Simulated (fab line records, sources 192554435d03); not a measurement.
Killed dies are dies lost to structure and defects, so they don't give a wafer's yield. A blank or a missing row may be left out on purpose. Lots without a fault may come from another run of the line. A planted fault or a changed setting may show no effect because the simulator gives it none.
fab line records | flow n5_finfet | part 1 of 2: steps 1 to 21 of 29
record lots=5 wafers=15 last_day=19
route steps=1938 shown BEOL_M3@992
lots that met no fault: from a run of the same line without faults
start_h: hours from the record's first day to the start of the lot's first wafer shown | wait_h: hours since the lot's step before | " the same as in the row above | L1.1+2: a row that stands for several wafers | - no value, or no start given | * or withheld: withheld | < > ~ a bound
route shown NAME@n: a module of which the file shows steps, and the number in the route of the first | usual: mean/standard deviation of fault-free wafers | same: alike in all rows | chamber/n: place in a boat | sites: the reading at each site | _std_site: their standard deviation | _edge_site: outer sites' mean less inner sites' | radius_mm: how far each site lies from the wafer's centre | mask NAME#n: copy n | behind: the tool/chamber that last shaped the wafer | hold: why the lot was held/for how many hours/how that ended | device: the transistor (n, p or np) that didn't switch | end of line: the same wafers' tests at the end of the route | a step without rows: its recipe alone | killed: dies lost to structure and defects at the first sort, not the wafer's yield | map: a wafer's dies, x killed, . not, _ none there
set.NAME: the setting as run; set.NAME@STEP: as run at that earlier step | model.NAME: the simulator's own value behind a step, which no gauge read
lots at some steps of the route; a table a step, a row a wafer
services: from which hour (start_h, from the record's first day; less than 0 if before it) a tool's chamber was out of use, for how many hours, and why
## steps
# step N5_BEOL_M3_SURFACE_TREAT_85
# recipe gas=Ar time_s=* ion_energy_ev=* ion_current_ma_cm2=0.5 pressure_mtorr=* ar_flow_sccm=30
# usual throttle_valve_pct=*
# columns lot.wafer tool chamber start_h wait_h throttle_valve_pct
L080.3 pvd_sputter-03 - 191.44 0.2 *
L080.4 " - " " *
L080.5 " - " " *
L085.1 pvd_sputter-01 - 207.14 0.2 *
L085.3 " - " " *
L085.6 " - " " *
L092.3 pvd_sputter-01 - 261.89 0.2 *
L092.4 " - " " *
L092.5 " - " " *
L093.1 pvd_sputter-01 - 269.78 0.1 *
L093.2 " - " " *
L093.4 " - " " *
L097.2 pvd_sputter-02 - 307.79 0.1 *
L097.4 " - " " *
L097.5 " - " " *
# step N5_BEOL_M3_CVD_47
# recipe material=Co target_thk_a=30 temp_c=withheld precursor=CCTBA/H2 pressure_torr=30 time_s=223.8
# usual chamber_pressure_Torr=30.00/0.061
# columns lot.wafer tool chamber start_h wait_h chamber_pressure_Torr
L080.3 cvd_co-02 0 191.73 0.3 29.99
L080.4 " 1 " " 29.93
L080.5 " 2 " " 30.03
L085.1 cvd_co-01 1 207.43 0.3 30.04
L085.3 " 0 " " 29.94
L085.6 " 1 " " 29.98
L092.3 cvd_co-02 2 262.18 0.3 30.06
L092.4 " 0 " " 30.04
L092.5 " 1 " " 29.93
L093.1 cvd_co-02 2 269.89 0.1 30.00
L093.2 " 1 " " 30.00
L093.4 " 1 " " 30.00
L097.2 cvd_co-02 2 307.94 0.1 30.01
L097.4 " 0 " " 29.79
L097.5 " 2 " " 30.03
# step N5_BEOL_M3_SPUTTER_48
# recipe material=Cu target_thk_a=45 temp_c=-20 chamber_pressure_pa=0.07 power_w=withheld time_s=8.29
# usual chamber_pressure_pa=0.06999/0.00015 chuck_gas_flow_sccm=1.26/0.054 throttle_valve_pct=30.3/1.4
# columns lot.wafer tool chamber start_h wait_h chamber_pressure_pa chuck_gas_flow_sccm throttle_valve_pct
L080.3 pvd_sputter-02 - 193.47 1.7 0.07001 1.22 30.0
L080.4 " - " " 0.06999 1.25 30.0
L080.5 " - " " 0.06992 1.24 30.4
L085.1 pvd_sputter-02 - 207.98 0.5 0.07002 1.27 30.2
L085.3 " - " " 0.06999 1.18 31.8
L085.6 " - " " 0.06995 1.32 29.9
L092.3 pvd_sputter-01 - 263.77 1.5 0.06997 1.15 31.2
L092.4 " - " " 0.07009 1.25 31.2
L092.5 " - " " 0.06977 1.25 31.1
L093.1 pvd_sputter-03 - 270.05 0.1 0.0703 1.20 29.3
L093.2 " - " " 0.07014 1.31 30.5
L093.4 " - " " 0.07009 1.21 29.0
L097.2 pvd_sputter-02 - 308.10 0.1 0.06975 1.32 29.9
L097.4 " - " " 0.07003 1.35 31.8
L097.5 " - " " 0.07013 1.22 30.6
# step N5_BEOL_M3_ANNEAL_49
# recipe temp_c=400 time_s=240 ambient=vacuum
# usual heater_power_w=842/75 susceptor_temp_C_max=401.1/0.47
# columns lot.wafer tool chamber start_h wait_h heater_power_w susceptor_temp_C_max
L080.3 pvd_sputter-02 - 193.55 0.0 903 401.1
L080.4 " - " " 776 400.9
L080.5 " - " " 792 401.0
L085.1 pvd_sputter-02 - 208.06 0.0 898 401.4
L085.3 " - " " 776 402.0
L085.6 " - " " 774 400.7
L092.3 pvd_sputter-01 - 263.85 0.0 767 401.7
L092.4 " - " " 831 401.6
L092.5 " - " " 786 401.7
L093.1 pvd_sputter-03 - 270.13 0.0 933 400.9
L093.2 " - " " 861 401.1
L093.4 " - " " 773 401.0
L097.2 pvd_sputter-02 - 308.18 0.0 763 401.0
L097.4 " - " " 775 400.8
L097.5 " - " " 832 400.5
# step N5_BEOL_M3_SPUTTER_79
# recipe material=Cu target_thk_a=45 temp_c=-20 chamber_pressure_pa=0.07 power_w=withheld time_s=8.29
# usual chamber_pressure_pa=0.07001/0.00014 chuck_gas_flow_sccm=1.26/0.052 throttle_valve_pct=30.3/1.4
# columns lot.wafer tool chamber start_h wait_h chamber_pressure_pa chuck_gas_flow_sccm throttle_valve_pct
L080.3 pvd_sputter-02 - 193.69 0.1 0.07014 1.19 29.9
L080.4 " - " " 0.07009 1.26 30.1
L080.5 " - " " 0.07011 1.30 30.4
L085.1 pvd_sputter-02 - 208.20 0.1 0.07012 1.26 30.0
L085.3 " - " " 0.06993 1.17 31.7
L085.6 " - " " 0.06988 1.25 29.9
L092.3 pvd_sputter-01 - 263.99 0.1 0.07027 1.24 30.9
L092.4 " - " " 0.0699 1.30 31.2
L092.5 " - " " 0.07026 1.19 31.2
L093.1 pvd_sputter-03 - 270.27 0.1 0.06994 1.31 29.2
L093.2 " - " " 0.06999 1.35 30.3
L093.4 " - " " 0.06991 1.28 28.8
L097.2 pvd_sputter-02 - 308.32 0.1 0.07003 1.31 29.7
L097.4 " - " " 0.06982 1.22 31.8
L097.5 " - " " 0.07019 1.26 30.5
# step N5_BEOL_M3_ANNEAL_80
# recipe temp_c=400 time_s=240 ambient=vacuum
# usual heater_power_w=840/75 susceptor_temp_C_max=401.1/0.49
# columns lot.wafer tool chamber start_h wait_h heater_power_w susceptor_temp_C_max
L080.3 pvd_sputter-02 - 193.77 0.0 891 401.4
L080.4 " - " " 768 401.0
L080.5 " - " " 800 400.9
L085.1 pvd_sputter-02 - 208.28 0.0 921 401.0
L085.3 " - " " 803 401.1
L085.6 " - " " 770 400.6
L092.3 pvd_sputter-01 - 264.07 0.0 756 401.1
L092.4 " - " " 811 401.4
L092.5 " - " " 779 400.9
L093.1 pvd_sputter-03 - 270.35 0.0 960 401.0
L093.2 " - " " 855 400.7
L093.4 " - " " 773 400.5
L097.2 pvd_sputter-02 - 308.40 0.0 749 400.7
L097.4 " - " " 790 401.7
L097.5 " - " " 781 400.7
# step N5_BEOL_M3_SPUTTER_81
# recipe material=Cu target_thk_a=45 temp_c=-20 chamber_pressure_pa=0.07 power_w=withheld time_s=8.29
# usual chamber_pressure_pa=0.07/0.00013 chuck_gas_flow_sccm=1.25/0.051 throttle_valve_pct=30.3/1.4
# columns lot.wafer tool chamber start_h wait_h chamber_pressure_pa chuck_gas_flow_sccm throttle_valve_pct
L080.3 pvd_sputter-02 - 193.91 0.1 0.06994 1.16 29.9
L080.4 " - " " 0.0698 1.24 30.1
L080.5 " - " " 0.07003 1.35 30.7
L085.1 pvd_sputter-02 - 208.42 0.1 0.07 1.21 29.8
L085.3 " - " " 0.06997 1.31 31.8
L085.6 " - " " 0.06997 1.28 30.0
L092.3 pvd_sputter-01 - 264.21 0.1 0.07008 1.19 30.8
L092.4 " - " " 0.07001 1.26 31.1
L092.5 " - " " 0.06995 1.25 31.2
L093.1 pvd_sputter-03 - 270.49 0.1 0.07002 1.31 29.3
L093.2 " - " " 0.07012 1.31 30.2
L093.4 " - " " 0.07003 1.17 28.5
L097.2 pvd_sputter-02 - 308.54 0.1 0.06989 1.22 30.3
L097.4 " - " " 0.06997 1.32 31.9
L097.5 " - " " 0.06975 1.22 30.6
# step N5_BEOL_M3_ANNEAL_82
# recipe temp_c=400 time_s=240 ambient=vacuum
# usual heater_power_w=838/73 susceptor_temp_C_max=401.1/0.46
# columns lot.wafer tool chamber start_h wait_h heater_power_w susceptor_temp_C_max
L080.3 pvd_sputter-02 - 193.99 0.0 901 401.3
L080.4 " - " " 784 400.6
L080.5 " - " " 774 400.7
L085.1 pvd_sputter-02 - 208.50 0.0 888 400.6
L085.3 " - " " 785 401.1
L085.6 " - " " 775 401.2
L092.3 pvd_sputter-01 - 264.29 0.0 759 402.2
L092.4 " - " " 827 401.3
L092.5 " - " " 784 401.8
L093.1 pvd_sputter-03 - 270.57 0.0 942 401.4
L093.2 " - " " 881 400.9
L093.4 " - " " 772 400.7
L097.2 pvd_sputter-02 - 308.62 0.0 758 400.6
L097.4 " - " " 782 401.0
L097.5 " - " " 835 400.8
# step N5_BEOL_M3_SPUTTER_86
# recipe material=Cu target_thk_a=45 temp_c=-20 chamber_pressure_pa=0.07 power_w=withheld time_s=8.29
# usual chamber_pressure_pa=0.07002/0.00015 chuck_gas_flow_sccm=1.26/0.057 throttle_valve_pct=30.3/1.4
# columns lot.wafer tool chamber start_h wait_h chamber_pressure_pa chuck_gas_flow_sccm throttle_valve_pct
L080.3 pvd_sputter-02 - 194.13 0.1 0.07014 1.24 29.7
L080.4 " - " " 0.07001 1.20 30.1
L080.5 " - " " 0.06995 1.22 30.5
L085.1 pvd_sputter-02 - 208.64 0.1 0.06994 1.19 29.9
L085.3 " - " " 0.07004 1.26 31.8
L085.6 " - " " 0.07003 1.24 30.0
L092.3 pvd_sputter-01 - 264.43 0.1 0.06999 1.28 31.0
L092.4 " - " " 0.06993 1.32 31.4
L092.5 " - " " 0.07031 1.22 30.8
L093.1 pvd_sputter-03 - 270.71 0.1 0.06991 1.29 29.4
L093.2 " - " " 0.06996 1.30 30.2
L093.4 " - " " 0.06991 1.13 28.9
L097.2 pvd_sputter-02 - 308.76 0.1 0.07002 1.37 30.0
L097.4 " - " " 0.06972 1.36 31.8
L097.5 " - " " 0.07017 1.29 30.7
# step N5_BEOL_M3_ANNEAL_87
# recipe temp_c=400 time_s=240 ambient=vacuum
# usual heater_power_w=840/76 susceptor_temp_C_max=401.1/0.49
# columns lot.wafer tool chamber start_h wait_h heater_power_w susceptor_temp_C_max
L080.3 pvd_sputter-02 - 194.21 0.0 899 401.2
L080.4 " - " " 778 400.6
L080.5 " - " " 779 400.6
L085.1 pvd_sputter-02 - 208.72 0.0 881 401.4
L085.3 " - " " 781 401.4
L085.6 " - " " 778 401.2
L092.3 pvd_sputter-01 - 264.51 0.0 754 401.7
L092.4 " - " " 830 401.7
L092.5 " - " " 780 402.6
L093.1 pvd_sputter-03 - 270.79 0.0 936 400.7
L093.2 " - " " 866 400.4
L093.4 " - " " 742 401.0
L097.2 pvd_sputter-02 - 308.84 0.0 767 400.8
L097.4 " - " " 793 401.5
L097.5 " - " " 800 400.5
# step N5_BEOL_M3_SPUTTER_88
# recipe material=Cu target_thk_a=45 temp_c=-20 chamber_pressure_pa=0.07 power_w=withheld time_s=8.29
# usual chamber_pressure_pa=0.07/0.00015 chuck_gas_flow_sccm=1.26/0.055 throttle_valve_pct=30.3/1.4
# columns lot.wafer tool chamber start_h wait_h chamber_pressure_pa chuck_gas_flow_sccm throttle_valve_pct
L080.3 pvd_sputter-02 - 194.35 0.1 0.07007 1.23 30.0
L080.4 " - " " 0.07001 1.22 30.1
L080.5 " - " " 0.06997 1.29 30.3
L085.1 pvd_sputter-02 - 208.86 0.1 0.06981 1.21 30.0
L085.3 " - " " 0.07016 1.20 31.8
L085.6 " - " " 0.07013 1.37 30.2
L092.3 pvd_sputter-01 - 264.65 0.1 0.06999 1.22 31.3
L092.4 " - " " 0.0697 1.27 31.6
L092.5 " - " " 0.06992 1.25 31.0
L093.1 pvd_sputter-03 - 270.93 0.1 0.0699 1.30 29.6
L093.2 " - " " 0.07006 1.27 30.4
L093.4 " - " " 0.07002 1.27 29.0
L097.2 pvd_sputter-02 - 308.98 0.1 0.06999 1.21 29.8
L097.4 " - " " 0.06988 1.26 32.1
L097.5 " - " " 0.06998 1.37 30.8
# step N5_BEOL_M3_ANNEAL_89
# recipe temp_c=400 time_s=240 ambient=vacuum
# usual heater_power_w=839/75 susceptor_temp_C_max=401.0/0.49
# columns lot.wafer tool chamber start_h wait_h heater_power_w susceptor_temp_C_max
L080.3 pvd_sputter-02 - 194.43 0.0 904 401.0
L080.4 " - " " 774 401.1
L080.5 " - " " 803 400.6
L085.1 pvd_sputter-02 - 208.94 0.0 895 400.7
L085.3 " - " " 783 400.8
L085.6 " - " " 771 401.1
L092.3 pvd_sputter-01 - 264.73 0.0 770 401.7
L092.4 " - " " 818 401.3
L092.5 " - " " 773 402.1
L093.1 pvd_sputter-03 - 271.01 0.0 924 401.2
L093.2 " - " " 864 400.7
L093.4 " - " " 787 400.6
L097.2 pvd_sputter-02 - 309.06 0.0 781 400.7
L097.4 " - " " 781 400.9
L097.5 " - " " 788 400.5
# step N5_BEOL_M3_SPUTTER_90
# recipe material=Cu target_thk_a=45 temp_c=-20 chamber_pressure_pa=0.07 power_w=withheld time_s=8.29
# usual chamber_pressure_pa=0.06999/0.00014 chuck_gas_flow_sccm=1.26/0.051 throttle_valve_pct=30.3/1.4
# columns lot.wafer tool chamber start_h wait_h chamber_pressure_pa chuck_gas_flow_sccm throttle_valve_pct
L080.3 pvd_sputter-02 - 194.57 0.1 0.06994 1.31 29.8
L080.4 " - " " 0.07006 1.31 30.0
L080.5 " - " " 0.0699 1.29 30.5
L085.1 pvd_sputter-02 - 209.08 0.1 0.06977 1.22 30.1
L085.3 " - " " 0.07007 1.33 31.8
L085.6 " - " " 0.07018 1.30 30.3
L092.3 pvd_sputter-01 - 264.87 0.1 0.06993 1.24 30.8
L092.4 " - " " 0.07014 1.22 31.2
L092.5 " - " " 0.07003 1.20 31.1
L093.1 pvd_sputter-03 - 271.15 0.1 0.06994 1.26 29.4
L093.2 " - " " 0.07005 1.33 30.4
L093.4 " - " " 0.06993 1.26 29.0
L097.2 pvd_sputter-02 - 309.20 0.1 0.0698 1.22 29.9
L097.4 " - " " 0.07001 1.32 31.9
L097.5 " - " " 0.07012 1.34 30.4
# step N5_BEOL_M3_ANNEAL_91
# recipe temp_c=400 time_s=240 ambient=vacuum
# usual heater_power_w=841/74 susceptor_temp_C_max=401.0/0.49
# columns lot.wafer tool chamber start_h wait_h heater_power_w susceptor_temp_C_max
L080.3 pvd_sputter-02 - 194.65 0.0 929 401.3
L080.4 " - " " 761 401.0
L080.5 " - " " 805 400.4
L085.1 pvd_sputter-02 - 209.16 0.0 897 401.1
L085.3 " - " " 796 401.5
L085.6 " - " " 789 400.7
L092.3 pvd_sputter-01 - 264.95 0.0 766 401.6
L092.4 " - " " 844 402.0
L092.5 " - " " 760 401.1
L093.1 pvd_sputter-03 - 271.23 0.0 963 400.7
L093.2 " - " " 852 400.9
L093.4 " - " " 763 400.3
L097.2 pvd_sputter-02 - 309.28 0.0 777 400.7
L097.4 " - " " 778 401.6
L097.5 " - " " 816 400.3
# step N5_BEOL_M3_SPUTTER_92
# recipe material=Cu target_thk_a=45 temp_c=-20 chamber_pressure_pa=0.07 power_w=withheld time_s=8.29
# usual chamber_pressure_pa=0.07/0.00015 chuck_gas_flow_sccm=1.27/0.054 throttle_valve_pct=30.3/1.3
# columns lot.wafer tool chamber start_h wait_h chamber_pressure_pa chuck_gas_flow_sccm throttle_valve_pct
L080.3 pvd_sputter-02 - 194.79 0.1 0.06997 1.29 29.8
L080.4 " - " " 0.06971 1.22 30.1
L080.5 " - " " 0.07031 1.22 30.5
L085.1 pvd_sputter-02 - 209.30 0.1 0.07002 1.25 29.9
L085.3 " - " " 0.07005 1.21 31.8
L085.6 " - " " 0.07032 1.17 30.1
L092.3 pvd_sputter-01 - 265.09 0.1 0.07023 1.23 31.0
L092.4 " - " " 0.07004 1.22 31.3
L092.5 " - " " 0.07032 1.34 31.0
L093.1 pvd_sputter-03 - 271.37 0.1 0.07 1.30 29.5
L093.2 " - " " 0.06995 1.21 30.3
L093.4 " - " " 0.07028 1.22 29.1
L097.2 pvd_sputter-02 - 309.42 0.1 0.06997 1.25 30.3
L097.4 " - " " 0.06983 1.37 31.8
L097.5 " - " " 0.07025 1.33 30.3
# step N5_BEOL_M3_ANNEAL_93
# recipe temp_c=400 time_s=240 ambient=vacuum
# usual heater_power_w=841/73 susceptor_temp_C_max=401.0/0.45
# columns lot.wafer tool chamber start_h wait_h heater_power_w susceptor_temp_C_max
L080.3 pvd_sputter-02 - 194.87 0.0 885 400.8
L080.4 " - " " 765 400.7
L080.5 " - " " 802 400.6
L085.1 pvd_sputter-02 - 209.38 0.0 889 401.4
L085.3 " - " " 792 401.3
L085.6 " - " " 762 400.5
L092.3 pvd_sputter-01 - 265.17 0.0 786 401.3
L092.4 " - " " 825 401.3
L092.5 " - " " 759 402.1
L093.1 pvd_sputter-03 - 271.45 0.0 940 401.0
L093.2 " - " " 888 400.7
L093.4 " - " " 756 401.1
L097.2 pvd_sputter-02 - 309.50 0.0 767 401.0
L097.4 " - " " 787 401.1
L097.5 " - " " 802 400.8
# step N5_BEOL_M3_SPUTTER_94
# recipe material=Cu target_thk_a=45 temp_c=-20 chamber_pressure_pa=0.07 power_w=withheld time_s=8.29
# usual chamber_pressure_pa=0.07/0.00016 chuck_gas_flow_sccm=1.26/0.055 throttle_valve_pct=30.3/1.4
# columns lot.wafer tool chamber start_h wait_h chamber_pressure_pa chuck_gas_flow_sccm throttle_valve_pct
L080.3 pvd_sputter-02 - 195.01 0.1 0.06994 1.24 30.0
L080.4 " - " " 0.07011 1.21 30.1
L080.5 " - " " 0.07012 1.27 30.7
L085.1 pvd_sputter-02 - 209.52 0.1 0.06983 1.28 29.7
L085.3 " - " " 0.07013 1.31 31.7
L085.6 " - " " 0.0699 1.23 30.2
L092.3 pvd_sputter-01 - 265.31 0.1 0.06964 1.30 31.1
L092.4 " - " " 0.06997 1.26 31.3
L092.5 " - " " 0.06979 1.26 31.0
L093.1 pvd_sputter-03 - 271.59 0.1 0.07007 1.32 29.5
L093.2 " - " " 0.07031 1.32 30.3
L093.4 " - " " 0.07037 1.27 29.0
L097.2 pvd_sputter-02 - 309.64 0.1 0.0699 1.26 30.0
L097.4 " - " " 0.07004 1.39 31.8
L097.5 " - " " 0.06997 1.26 30.7
# step N5_BEOL_M3_ANNEAL_95
# recipe temp_c=400 time_s=240 ambient=vacuum
# usual heater_power_w=840/73 susceptor_temp_C_max=401.1/0.5
# columns lot.wafer tool chamber start_h wait_h heater_power_w susceptor_temp_C_max
L080.3 pvd_sputter-02 - 195.09 0.0 913 401.2
L080.4 " - " " 784 400.9
L080.5 " - " " 799 400.3
L085.1 pvd_sputter-02 - 209.60 0.0 908 401.3
L085.3 " - " " 788 400.9
L085.6 " - " " 776 400.8
L092.3 pvd_sputter-01 - 265.39 0.0 757 402.5
L092.4 " - " " 848 401.6
L092.5 " - " " 777 402.3
L093.1 pvd_sputter-03 - 271.67 0.0 972 400.8
L093.2 " - " " 876 400.7
L093.4 " - " " 785 400.8
L097.2 pvd_sputter-02 - 309.72 0.0 783 400.7
L097.4 " - " " 795 401.2
L097.5 " - " " 822 400.7
# step N5_BEOL_M3_SPUTTER_96
# recipe material=Cu target_thk_a=45 temp_c=-20 chamber_pressure_pa=0.07 power_w=withheld time_s=8.29
# usual chamber_pressure_pa=0.07001/0.00015 chuck_gas_flow_sccm=1.26/0.056 throttle_valve_pct=30.3/1.4
# columns lot.wafer tool chamber start_h wait_h chamber_pressure_pa chuck_gas_flow_sccm throttle_valve_pct
L080.3 pvd_sputter-02 - 195.23 0.1 0.06982 1.13 30.0
L080.4 " - " " 0.06994 1.36 30.3
L080.5 " - " " 0.06978 1.33 30.5
L085.1 pvd_sputter-02 - 209.74 0.1 0.07004 1.25 30.0
L085.3 " - " " 0.06984 1.33 31.6
L085.6 " - " " 0.07001 1.23 29.8
L092.3 pvd_sputter-01 - 265.53 0.1 0.06984 1.37 31.3
L092.4 " - " " 0.07002 1.23 31.5
L092.5 " - " " 0.06982 1.19 30.9
L093.1 pvd_sputter-03 - 271.81 0.1 0.0699 1.28 29.6
L093.2 " - " " 0.07002 1.28 30.2
L093.4 " - " " 0.07 1.27 28.7
L097.2 pvd_sputter-02 - 309.86 0.1 0.07021 1.28 30.2
L097.4 " - " " 0.06999 1.23 31.8
L097.5 " - " " 0.07 1.20 30.4
# step N5_BEOL_M3_ECD_50
# recipe material=Cu target_thk_a=3000
# columns lot.wafer tool chamber start_h wait_h
L080.3+4+5 ecd_cu-02 0,1,0 195.37 0.1
L085.1+3+6 ecd_cu-01 0,0,1 209.86 0.1
L092.3+4+5 ecd_cu-02 0,1,0 265.67 0.1
L093.1+2+4 ecd_cu-02 0,1,1 271.95 0.1
L097.2+4+5 ecd_cu-02 1,0,0 309.98 0.1
# step N5_BEOL_M3_ANNEAL_51
# recipe temp_c=225 time_s=90 ambient=N2
# usual wafer_temp_C_max=225.75/0.22
# columns lot.wafer tool chamber start_h wait_h wafer_temp_C_max
L080.3 rtp_anneal-01 0 195.73 0.3 225.99
L080.4 " 0 " " 225.90
L080.5 " 0 " " 226.22
L085.1 rtp_anneal-02 0 209.93 0.1 225.66
L085.3 " 0 " " 225.86
L085.6 " 0 " " 225.78
L092.3 rtp_anneal-02 0 265.82 0.1 225.82
L092.4 " 0 " " 225.37
L092.5 " 0 " " 225.73
L093.1 rtp_anneal-02 0 272.02 0.1 225.74
L093.2 " 0 " " 225.43
L093.4 " 0 " " 225.83
L097.2 rtp_anneal-02 0 310.10 0.1 226.15
L097.4 " 0 " " 226.01
L097.5 " 0 " " 225.62
